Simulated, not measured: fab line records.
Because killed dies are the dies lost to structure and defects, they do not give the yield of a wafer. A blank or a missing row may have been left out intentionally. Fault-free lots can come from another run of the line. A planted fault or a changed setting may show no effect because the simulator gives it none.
The tool behind it: which one? :: flow nand-harc :: 12 lots with 36 wafers sampled at 6 steps, on a route of 1302 steps

== WHAT THE GAUGES SHOWED, per wafer ==
NHARC_A_M0_CD_MEAS_09: target cd 80 nm.
lot: L075
measured: day 23 06:45
on: cd-sem-03
cd-nm (nm): 78.3 78.6 78.8

lot: L078
measured: day 24 00:13
on: cd-sem-02
cd-nm (nm): 78.9 79.8 79.5

lot: L079
measured: day 24 09:11
on: cd-sem-02
cd-nm (nm): 80.5 80.6 80.6

lot: L081
measured: day 25 14:55
on: cd-sem-02
cd-nm (nm): 80.0 80.1 80.2

lot: L083
measured: day 26 07:38
on: cd-sem-01
cd-nm (nm): 79.0 78.4 80.3

lot: L085
measured: day 27 09:13
on: cd-sem-02
cd-nm (nm): 80.5 79.4 79.3

lot: L087
measured: day 28 10:36
on: cd-sem-02
cd-nm (nm): 79.9 80.5 78.4

lot: L089
measured: day 29 01:11
on: cd-sem-03
cd-nm (nm): 79.5 79.0 78.8

lot: L091
measured: day 29 22:46
on: cd-sem-03
cd-nm (nm): 80.5 79.7 79.6

lot: L093
measured: day 30 06:55
on: cd-sem-03
cd-nm (nm): 80.1 79.9 81.1

lot: L096
measured: day 31 12:16
on: cd-sem-02
cd-nm (nm): 79.2 80.0 79.9

lot: L097
measured: day 32 18:56
on: cd-sem-03
cd-nm (nm): 81.0 79.6 79.6

== TOOL THAT RAN EACH LOT (tool first, then ch and the chambers of the sampled wafers, then the start) ==
lot: L075
NHARC_A_CONTACT_ETCH_124: har-cap-etch-01 ch 0,1, day 22 11:39
NHARC_A_CONTACT_ETCH_131: har-cap-etch-01 ch 0,1, day 22 12:54
NHARC_A_CONTACT_ETCH_135: har-cap-etch-03 ch 0,1, day 22 21:37
NHARC_A_CONTACT_ETCH_98: rie-diel-08 ch 0,1,3, day 23 06:45 or earlier
NHARC_A_BLC_ETCH_18: rie-diel-10 ch 0,2,3, day 23 06:45 or earlier

lot: L078
NHARC_A_CONTACT_ETCH_124: har-cap-etch-03 ch 0,1, day 23 06:03
NHARC_A_CONTACT_ETCH_131: har-cap-etch-03 ch 0,1, day 23 07:18
NHARC_A_CONTACT_ETCH_135: har-cap-etch-01 ch 0,1, day 23 15:14
NHARC_A_CONTACT_ETCH_98: rie-diel-02 ch 0,3, day 24 00:13 or earlier
NHARC_A_BLC_ETCH_18: rie-diel-09 ch 0,1, day 24 00:13 or earlier

lot: L079
NHARC_A_CONTACT_ETCH_124: har-cap-etch-03 ch 0,1, day 23 14:43
NHARC_A_CONTACT_ETCH_131: har-cap-etch-03 ch 0,1, day 23 15:58
NHARC_A_CONTACT_ETCH_135: har-cap-etch-01 ch 0,1, day 23 23:46
NHARC_A_CONTACT_ETCH_98: rie-diel-04 ch 0,1,3, day 24 09:11 or earlier
NHARC_A_BLC_ETCH_18: rie-diel-09 ch 0,3, day 24 09:11 or earlier

lot: L081
NHARC_A_CONTACT_ETCH_124: har-cap-etch-01 ch 0,1, day 24 22:26
NHARC_A_CONTACT_ETCH_131: har-cap-etch-01 ch 0,1, day 24 23:41
NHARC_A_CONTACT_ETCH_135: har-cap-etch-01 ch 0,1, day 25 06:10
NHARC_A_CONTACT_ETCH_98: rie-diel-02 ch 0,3, day 25 14:55 or earlier
NHARC_A_BLC_ETCH_18: rie-diel-10 ch 0,2, day 25 14:55 or earlier

lot: L083
NHARC_A_CONTACT_ETCH_124: har-cap-etch-02 ch 0,1, day 25 11:37
NHARC_A_CONTACT_ETCH_131: har-cap-etch-02 ch 0,1, day 25 12:53
NHARC_A_CONTACT_ETCH_135: har-cap-etch-02 ch 0,1, day 25 22:55
NHARC_A_CONTACT_ETCH_98: rie-diel-08 ch 0,1,3, day 26 07:38 or earlier
NHARC_A_BLC_ETCH_18: rie-diel-12 ch 0,1,3, day 26 07:38 or earlier

lot: L085
NHARC_A_CONTACT_ETCH_124: har-cap-etch-03 ch 0,1, day 26 12:49
NHARC_A_CONTACT_ETCH_131: har-cap-etch-03 ch 0,1, day 26 14:03
NHARC_A_CONTACT_ETCH_135: har-cap-etch-02 ch 0,1, day 27 00:07
NHARC_A_CONTACT_ETCH_98: rie-diel-08 ch 0,2,3, day 27 09:13 or earlier
NHARC_A_BLC_ETCH_18: rie-diel-09 ch 0,1,3, day 27 09:13 or earlier

lot: L087
NHARC_A_CONTACT_ETCH_124: har-cap-etch-03 ch 0,1, day 27 14:31
NHARC_A_CONTACT_ETCH_131: har-cap-etch-03 ch 0,1, day 27 15:46
NHARC_A_CONTACT_ETCH_135: har-cap-etch-03 ch 0,1, day 28 00:58
NHARC_A_CONTACT_ETCH_98: rie-diel-04 ch 1,2, day 28 10:36 or earlier
NHARC_A_BLC_ETCH_18: rie-diel-10 ch 0,1,3, day 28 10:36 or earlier

lot: L089
NHARC_A_CONTACT_ETCH_124: har-cap-etch-02 ch 0,1, day 28 08:07
NHARC_A_CONTACT_ETCH_131: har-cap-etch-02 ch 0,1, day 28 09:22
NHARC_A_CONTACT_ETCH_135: har-cap-etch-02 ch 0,1, day 28 15:53
NHARC_A_CONTACT_ETCH_98: rie-diel-02 ch 1,2, day 29 01:11 or earlier
NHARC_A_BLC_ETCH_18: rie-diel-10 ch 0,2,3, day 29 01:11 or earlier

lot: L091
NHARC_A_CONTACT_ETCH_124: har-cap-etch-03 ch 0,1, day 29 02:02
NHARC_A_CONTACT_ETCH_131: har-cap-etch-03 ch 0,1, day 29 03:17
NHARC_A_CONTACT_ETCH_135: har-cap-etch-02 ch 0, day 29 13:57
NHARC_A_CONTACT_ETCH_98: rie-diel-04 ch 0,1,2, day 29 22:46 or earlier
NHARC_A_BLC_ETCH_18: rie-diel-12 ch 0,1,3, day 29 22:46 or earlier

lot: L093
NHARC_A_CONTACT_ETCH_124: har-cap-etch-03 ch 0,1, day 29 11:55
NHARC_A_CONTACT_ETCH_131: har-cap-etch-03 ch 0,1, day 29 13:35
NHARC_A_CONTACT_ETCH_135: har-cap-etch-02 ch 0,1, day 29 21:58
NHARC_A_CONTACT_ETCH_98: rie-diel-02 ch 0,2,3, day 30 06:55 or earlier
NHARC_A_BLC_ETCH_18: rie-diel-10 ch 1,2,3, day 30 06:55 or earlier

lot: L096
NHARC_A_CONTACT_ETCH_124: har-cap-etch-01 ch 1, day 30 19:42
NHARC_A_CONTACT_ETCH_131: har-cap-etch-01 ch 1, day 30 20:57
NHARC_A_CONTACT_ETCH_135: har-cap-etch-02 ch 0,1, day 31 03:15
NHARC_A_CONTACT_ETCH_98: rie-diel-04 ch 0,3, day 31 05:27
NHARC_A_BLC_ETCH_18: rie-diel-10 ch 0,2,3, day 31 12:16 or earlier

lot: L097
NHARC_A_CONTACT_ETCH_124: har-cap-etch-01 ch 0, day 31 22:49
NHARC_A_CONTACT_ETCH_131: har-cap-etch-01 ch 0, day 32 00:04
NHARC_A_CONTACT_ETCH_135: har-cap-etch-02 ch 0,1, day 32 09:45
NHARC_A_CONTACT_ETCH_98: rie-diel-08 ch 1,2, day 32 18:56 or earlier
NHARC_A_BLC_ETCH_18: rie-diel-10 ch 1,2, day 32 18:56 or earlier
- NHARC_A_CONTACT_ETCH_124: etches the open film in C4F8/O2/Ar, time 140 s, target depth 700 nm.
- NHARC_A_CONTACT_ETCH_131: etches the open film in C4F8/O2/Ar, time 197 s, target depth 1918 nm.
- NHARC_A_CONTACT_ETCH_135: etches the open film in C4F8/O2/Ar, time 311 s, target depth 1912 nm.
- NHARC_A_CONTACT_ETCH_98: etches the open film in C4F6/O2, target depth 20 nm, time 10 s.
- NHARC_A_BLC_ETCH_18: etches the open film in C4F8/O2/Ar, target depth 910 nm.

== THE ANSWER, worked out from the rows above alone ==
Rule: what is usual is taken from the lots themselves. The widest of any qualifying gaps counts: lots, ordered by their means at a reading, are off when they make up no more than a third of the lots, leave a main group of 4 or more, and stand apart from it by 3 or more times the standard deviation of that group's means. Not used: any main group whose means are identical at the precision the tables above print for the reading. Also off: a lot with no number at a reading for which 4 or more lots have one. Any other lot the step has rows for is counted as sound.
No lot is off on any of the readings shown, so nothing can be concluded from this.

== WHAT HAD BEEN PUT IN BY THE SIMULATOR ==
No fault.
